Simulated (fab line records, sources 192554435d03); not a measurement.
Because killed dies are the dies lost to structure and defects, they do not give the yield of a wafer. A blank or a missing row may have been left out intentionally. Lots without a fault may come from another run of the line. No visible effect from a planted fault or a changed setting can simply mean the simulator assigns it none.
Split-lot experiment ; flow n5 finfet ; route with 1938 steps; 7 lots, 21 wafers read

== ABOUT THE SPLIT ==
At N5_BEOL_M0_SAQP_COAT_69 (time 60 s, resist thk 90 nm), the setting spin rpm was moved away from the recipe's 1500 rpm on 6 of the 21 wafers read, by -10.9% to +5.7%. For the rest of the wafers, this setting stayed at what the recipe calls for.

== FROM THE SPLIT TO THE READING: what the file shows between them, 4 steps ==
- N5_BEOL_M0_SAQP_COAT_72: time 60 s, resist thk 15 nm
- N5_BEOL_M0_SAQP_COAT_87: time 60 s, resist thk 5 nm
- N5_BEOL_M0_SAQP_STRIP_89: strips in N2/H2
- N5_BEOL_M0_SAQP_ALD_48: deposits SiO2, target thk 20 nm, pulse time 1 s, co reactant pulse time 1 s

== THE READING ==
SOC_of_BEOL_M0_SAQP_COAT_69.thk nm (the simulator's own value, which no gauge read), in nm, at N5_BEOL_M0_SAQP_ETCH_49 (etches SiO2 in CF4/O2, target depth 37 nm). The file gives no usual value for it. Across the 15 wafers here that went through the recipe, the average is 70.7 nm and the standard deviation 0.26 nm.

wafer;tool, chamber at the split;spin rpm as run, rpm;against the recipe;SOC_of_BEOL_M0_SAQP_COAT_69.thk nm, nm;against lot-mates on the recipe
L075.1;litho track-03, 0;1585;+5.7%;67.6;-3.2
L075.2;litho track-03, 0;1500;recipe;71.2;-
L075.5;litho track-03, 0;1500;recipe;70.4;-
L082.1;litho track-04, 0;1500;recipe;70.8;-
L082.2;litho track-04, 0;1500;recipe;71;-
L082.4;litho track-04, 0;1500;recipe;70.6;-
L087.3;litho track-04, 0;1336;-10.9%;76.6;no lot-mate on the recipe
L087.5;litho track-04, 0;1336;-10.9%;76.4;no lot-mate on the recipe
L087.6;litho track-04, 0;1336;-10.9%;76;no lot-mate on the recipe
L090.4;litho track-03, 0;1500;recipe;70.8;-
L090.5;litho track-03, 0;1500;recipe;70.8;-
L090.6;litho track-03, 0;1500;recipe;70.4;-
L091.3;litho track-03, 0;1500;recipe;70.4;-
L091.4;litho track-03, 0;1500;recipe;70.8;-
L091.5;litho track-03, 0;1500;recipe;70.6;-
L092.1;litho track-02, 0;1500;recipe;71.2;-
L092.4;litho track-02, 0;1500;recipe;70.8;-
L092.5;litho track-02, 0;1500;recipe;70.6;-
L097.3;litho track-04, 0;1353;-9.8%;75.6;+5.2
L097.4;litho track-04, 0;1500;recipe;70.4;-
L097.5;litho track-04, 0;1353;-9.8%;75.4;+5.0

THE FIT
A straight line over all 21 wafers: SOC_of_BEOL_M0_SAQP_COAT_69.thk nm changes by -0.509 nm for each +1% of spin rpm; r = -0.99; the points scatter about the line by 0.27 nm.
The same after taking each lot's own level away (the mean of its wafers on the recipe; 18 wafers): -0.528 nm for each +1%; r = -0.99; scatter 0.23 nm.
The reading moves by 5.8 nm for the largest change in spin rpm, on that fit.
The span of the lots' own levels, 70.40 to 70.87 nm, comes to 1.8 times the standard deviation stated above.
Consequently the slope shifts little with the lot-to-lot level, the two slopes agreeing.
Check: +5.12 nm against its lot-mates is what the line predicts for one of the wafers moved furthest among these (-9.8%) when that wafer is left out of the fit. It came out at +5.2 nm against them.

== THE OTHER SPLITS THESE WAFERS WENT THROUGH ==
Note: prior to the reading, these wafers also went through further splits. Each is held against what the fit with the lots' levels taken away leaves over:
other split on the same wafers;wafers away from the commonest value;r with SOC_of_BEOL_M0_SAQP_COAT_69.thk nm (lot level and that fit taken away)
N5_SD_EPI_N_PEB_07 peb temp c;5;+0.05
N5_SDB_ETCH_17 bias w;8;-0.15
N5_HKMG_FIN_COAT_41 spin rpm;6;-0.21
N5_HKMG_FIN_ETCH_67 target depth a;8;-0.34
N5_GATE_CUT_CMP_23 down force psi;8;+0.15
N5_MOL_CONTACT_COAG_COAT_78 spin rpm;4;+0.00
N5_MOL_CONTACT_COAG_EXPOSE_81 dose mj;5;+0.33
N5_BEOL_M0_SAQP_COAT_105 spin rpm;8;-0.09

== THE WHOLE CHAIN: every reading that the file lists as answering this split, in the file's order ==
step;what it does;reading;change (the file's fit);r (the file's)
N5_BEOL_M0_SAQP_COAT_69;time 60 s, resist thk 90 nm;SOC_of_BEOL_M0_SAQP_COAT_69.thk nm (the simulator's own value, which no gauge read);-0.499 nm for each +1% of the setting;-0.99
N5_BEOL_M0_SAQP_ETCH_49;etches SiO2 in CF4/O2, target depth 37 nm;SOC_of_BEOL_M0_SAQP_COAT_69.thk nm (the simulator's own value, which no gauge read);-0.532 nm for each +1% of the setting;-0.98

== THE FILE'S OWN FIT ==
SOC_of_BEOL_M0_SAQP_COAT_69.thk nm changes by -0.532 nm for each +1% of spin rpm, r = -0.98.
